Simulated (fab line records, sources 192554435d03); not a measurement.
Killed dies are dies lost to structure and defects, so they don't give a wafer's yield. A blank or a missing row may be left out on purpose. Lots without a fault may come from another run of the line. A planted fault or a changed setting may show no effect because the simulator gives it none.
fab line records | flow n5_finfet
record lots=5 wafers=15 last_day=16
route steps=1938 shown MOL_CONTACT_COAG@576 BEOL_M4@1111
lots that met no fault: from a run of the same line without faults
start_h: hours from the record's first day to the start of the lot's first wafer shown | wait_h: hours since the lot's step before | " the same as in the row above | L1.1+2: a row that stands for several wafers | - no value, or no start given | * or withheld: withheld | < > ~ a bound
route shown NAME@n: a module of which the file shows steps, and the number in the route of the first | usual: mean/standard deviation of fault-free wafers | same: alike in all rows | chamber/n: place in a boat | sites: the reading at each site | _std_site: their standard deviation | _edge_site: outer sites' mean less inner sites' | radius_mm: how far each site lies from the wafer's centre | mask NAME#n: copy n | behind: the tool/chamber that last shaped the wafer | hold: why the lot was held/for how many hours/how that ended | device: the transistor (n, p or np) that didn't switch | end of line: the same wafers' tests at the end of the route | a step without rows: its recipe alone | killed: dies lost to structure and defects at the first sort, not the wafer's yield | map: a wafer's dies, x killed, . not, _ none there
set.NAME: the setting as run; set.NAME@STEP: as run at that earlier step | model.NAME: the simulator's own value behind a step, which no gauge read
lots at some steps of the route; a table a step, a row a wafer
services: from which hour (start_h, from the record's first day; less than 0 if before it) a tool's chamber was out of use, for how many hours, and why
## steps
# step N5_MOL_CONTACT_COAG_DESCUM_88
# recipe chemistry=O2 time_s=7 source_power_w=50 bias_power_w=20 pressure_mtorr=20 rf_frequency_hz=2.712e+07 temp_c=40 resist=CAR-EUV o2_flow_sccm=225
# step N5_MOL_CONTACT_COAG_ETCH_89
# recipe chemistry=N2/H2 target=underlayer target_depth_a=130 mask_material=CAR-EUV time_s=10.4 ion_energy_ev=200 pressure_mtorr=30 source_w=840 bias_w=150 n2_flow_sccm=200 h2_flow_sccm=200 ends=cleared
# step N5_MOL_CONTACT_COAG_ETCH_90
# recipe chemistry=CF4 target=SiARC target_depth_a=130 mask_material=CAR-EUV time_s=21.7 ion_energy_ev=80 pressure_mtorr=40 source_w=545 bias_w=36 Ar_flow_sccm=100 cf4_flow_sccm=100 ends=cleared
# step N5_MOL_CONTACT_COAG_ALD_131
# recipe material=SiO2 target_thk_a=50 temp_c=100 ald_precursor_family=BDEAS ald_co_reactant=O2-plasma pulse_time_s=1 co_reactant_pulse_time_s=1 purge_time_s=2 co_reactant_purge_time_s=2 ald_cycles=35 pressure_torr=2
# step N5_MOL_CONTACT_COAG_ETCHBACK_132
# recipe chemistry=CHF3 target=SiO2 target_depth_a=100 time_s=6.7 ion_energy_ev=200 pressure_mtorr=30 source_w=610 bias_w=170 Ar_flow_sccm=200 CHF3_flow_sccm=50
# step N5_MOL_CONTACT_COAG_ETCH_91
# recipe chemistry=N2/H2 target=SOC target_depth_a=600 overetch_a=210 mask_material=SiARC temp_c=40 time_s=101.2 ion_energy_ev=200 pressure_mtorr=30 source_w=840 bias_w=150 n2_flow_sccm=200 h2_flow_sccm=200
# step N5_MOL_CONTACT_COAG_STRIP_92
# recipe chemistry=N2/H2 temp_c=40 n2_flow_sccm=200 h2_flow_sccm=200 rf_frequency_hz=6e+07
# step N5_MOL_CONTACT_COAG_STRIP_93
# recipe chemistry=N2/H2 temp_c=40 n2_flow_sccm=200 h2_flow_sccm=200 rf_frequency_hz=6e+07
# step N5_MOL_CONTACT_COAG_ETCHBACK_135
# recipe chemistry=CHF3 target=SiO2 target_depth_a=250 time_s=16.7 ion_energy_ev=200 pressure_mtorr=30 source_w=610 bias_w=170 Ar_flow_sccm=200 CHF3_flow_sccm=50
# step N5_MOL_CONTACT_COAG_STRIP_118
# recipe chemistry=CHF3 resist=SiARC rf_frequency_hz=6e+07
# step N5_MOL_CONTACT_COAG_VIA_ETCH_46
# recipe chemistry=C4F6/O2 target_depth_a=460 overetch_a=92 mask_material=SOC target=SiO2 bias_w=455 pressure_mtorr=10 time_s=40 source_w=325 Ar_flow_sccm=300 C4F6_flow_sccm=10 O2_flow_sccm=10 ion_energy_ev=575.3 ends=end_point
# step N5_MOL_CONTACT_COAG_STRIP_96
# recipe chemistry=N2/H2 power_w=500 temp_c=40 pressure_mtorr=50 rf_frequency_hz=6e+07 overash_fraction=0.3 bias_power_w=28 h2_frac=0.5 n2_flow_sccm=300 h2_flow_sccm=300
# step N5_MOL_CONTACT_COAG_ETCH_47
# recipe chemistry=CH3F/O2 target=SiNx target_depth_a=270 mask_material=SiO2 stop_on=W over_etch_frac=0.2 ion_energy_ev=120 endpoint=OES-CN pressure_mtorr=30 source_w=395 bias_w=73 Ar_flow_sccm=150 CH3F_flow_sccm=30 O2_flow_sccm=20 ends=end_point
# usual bias_w=72.99/0.22 drypump_motor_current_A=5.8/0.49 etch_rf_on_time_s=31.4/0.44 oes_product_au=0.70/0.071 over_etch_frac=0.2/0 rf_vpp_V=296.0/2.8 showerhead_plenum_p_Torr=2.02/0.076 throttle_valve_pct=16.25/0.23
# columns lot.wafer tool chamber start_h wait_h bias_w drypump_motor_current_A etch_rf_on_time_s oes_product_au over_etch_frac rf_hours_counter_h rf_vpp_V showerhead_plenum_p_Torr throttle_valve_pct model.etch.over_etch_s model.MOL_CONTACT_COAG.feature_depth_nm
L794.1 rie_diel-01 3 176.00 0.0 73.09 5.1 31.8 0.72 0.2 63 298.4 2.11 16.01 5.299 18.6
L794.2 " 1 " " 72.85 6.1 32.0 0.63 0.2 196 295.3 1.91 16.29 5.333 18.4
L794.5 " 3 " " 72.68 5.1 31.2 0.72 0.2 - 296.0 2.11 16.02 5.205 18.4
L796.1 rie_diel-01 1 186.18 0.0 73.02 6.1 38.1 0.58 0.43936 200 293.8 1.91 16.28 11.62 19
L796.4 " 3 " " 73.32 5.1 38.1 0.66 0.43936 67 295.9 2.11 16.01 11.64 19.2
L796.5 " 2 " " 72.70 5.4 37.6 0.66 0.43936 - 300.3 2.12 16.08 11.48 19
L798.2 rie_diel-01 2 193.41 0.0 72.54 5.4 37.2 0.65 0.43936 79 300.4 2.12 16.08 11.35 19
L798.5 " 2 " " 72.56 5.4 37.0 0.66 0.43936 - 301.0 2.12 16.09 11.28 19.2
L798.6 " 1 " " 72.55 6.1 38.2 0.58 0.43936 - 295.1 1.91 16.29 11.67 19
L799.3 rie_diel-01 0 195.92 0.0 73.06 5.5 37.3 0.79 0.43936 3 301.3 2.05 15.70 11.38 19
L799.4 " 1 " " 73.06 6.1 38.6 0.56 0.43936 203 294.0 1.91 16.30 11.79 19
L799.5 " 3 " " 72.92 5.1 37.7 0.64 0.43936 - 298.6 2.11 16.02 11.51 19
L804.1 rie_diel-05 2 227.63 0.0 72.91 6.3 31.9 0.62 0.2 213 292.0 1.98 16.56 5.322 18.6
L804.4 " 1 " " 72.92 6.2 30.8 0.87 0.2 3 294.0 1.96 16.03 5.133 18.4
L804.6 " 3 " " 73.07 5.4 31.8 0.64 0.2 - 294.2 1.98 16.53 5.302 18.4
# step N5_MOL_CONTACT_COAG_STRIP_119
# recipe chemistry=N2/H2 time_s=30 power_w=1000 temp_c=250 pressure_mtorr=withheld n2_flow_sccm=1750 h2_flow_sccm=3250
# step N5_BEOL_M4_RC_MEAS_101
# usual DIBL_N=36.3/1.4 DIBL_P=35.7/1.5 IOFF_N=0.155/0.022 IOFF_P=0.204/0.027 ION_N=671/9 ION_P=459/6.2 SS_N=71.5/0.54 SS_P=73.1/0.56 VT_N=250.2/2.6 VT_P=-251/3.3
# columns lot.wafer tool chamber start_h wait_h DIBL_N[mV/V] DIBL_P[mV/V] IOFF_N[nA/um] IOFF_P[nA/um] ION_N[uA/um] ION_P[uA/um] SS_N[mV/dec] SS_P[mV/dec] VT_N[mV] VT_P[mV]
L794.1 prober-01 0 240.02 0.0 36.2 35.9 0.154 0.186 687 469 72.3 73.5 252.0 -255
L794.2 " 0 " " 37.0 37.1 0.170 0.207 688 461 71.7 73.7 252.4 -252
L794.5 " 0 " " 36.7 36.6 0.157 0.198 679 463 72.0 72.9 248.4 -253
L796.1 prober-01 0 247.62 0.0 34.2 32.3 0.129 0.159 672 462 71.0 73.0 253.5 -258
L796.4 " 0 " " 34.3 32.2 0.132 0.155 667 455 70.7 73.5 253.5 -256
L796.5 " 0 " " 36.0 34.0 0.154 0.178 678 452 72.5 73.5 252.0 -256
L798.2 prober-02 0 255.85 0.2 38.9 37.2 0.175 0.230 674 462 72.1 74.7 249.2 -250
L798.5 " 0 " " 39.8 37.9 0.190 0.230 685 461 72.6 74.5 246.0 -248
L798.6 " 0 " " 38.5 36.8 0.157 0.217 666 462 71.8 73.4 250.3 -250
L799.3 prober-01 0 263.09 0.3 34.6 35.8 0.139 0.181 671 459 71.3 72.4 251.3 -250
L799.4 " 0 " " 34.4 35.0 0.131 0.177 652 449 72.1 73.0 255.6 -253
L799.5 " 0 " " 35.6 36.5 0.149 0.194 666 451 72.0 73.4 253.2 -252
L804.1 prober-02 0 294.09 0.0 35.7 36.3 0.154 0.220 671 460 71.2 72.6 247.2 -248
L804.4 " 0 " " 35.1 35.1 0.143 0.213 666 460 71.6 72.6 251.1 -249
L804.6 " 0 " " 36.3 36.7 0.161 0.225 665 460 71.8 73.5 249.2 -247
## services
# columns tool chamber start_h hours kind
rie_diel-01 0 162.56 - clean
rie_diel-01 0 162.56 - consumable_replace:esc
rie_diel-01 0 162.56 - consumable_replace:focus_ring
rie_diel-01 0 162.56 21.0 scheduled_down
rie_diel-01 0 162.56 21.0 vent_cycle
rie_diel-05 1 202.25 - clean
rie_diel-05 1 202.25 - consumable_replace:focus_ring
rie_diel-05 1 202.25 14.5 scheduled_down
rie_diel-05 1 202.25 14.5 vent_cycle
rie_diel-01 0 225.59 5.0 repair
## key
first_sign step=N5_MOL_CONTACT_COAG_ETCH_47 reading=over_etch_frac direction=up sigmas=99+ usual=0.2 struck=0.43936
effect step=N5_MOL_CONTACT_COAG_ETCH_47 reading=etch_rf_on_time_s direction=up sigmas=14 usual=* struck=*
model_effect step=N5_MOL_CONTACT_COAG_ETCH_47 value=etch.over_etch_s without=5.247 struck=11.53
met_at N5_MOL_CONTACT_COAG_ETCH_47
struck_wafers L796.1,L796.4,L796.5,L798.2,L798.5,L798.6,L799.3,L799.4,L799.5
onset_between 176.00 186.18
fault kind=process_parameter_drift tool=rie_diel-01 chamber=- onset_h=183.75 steps=N5_MOL_CONTACT_COAG_ETCH_47 channel=over_etch_frac offset=0.23936 shape=step end_h=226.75 acts_in=these_recipes_only stated=0.2
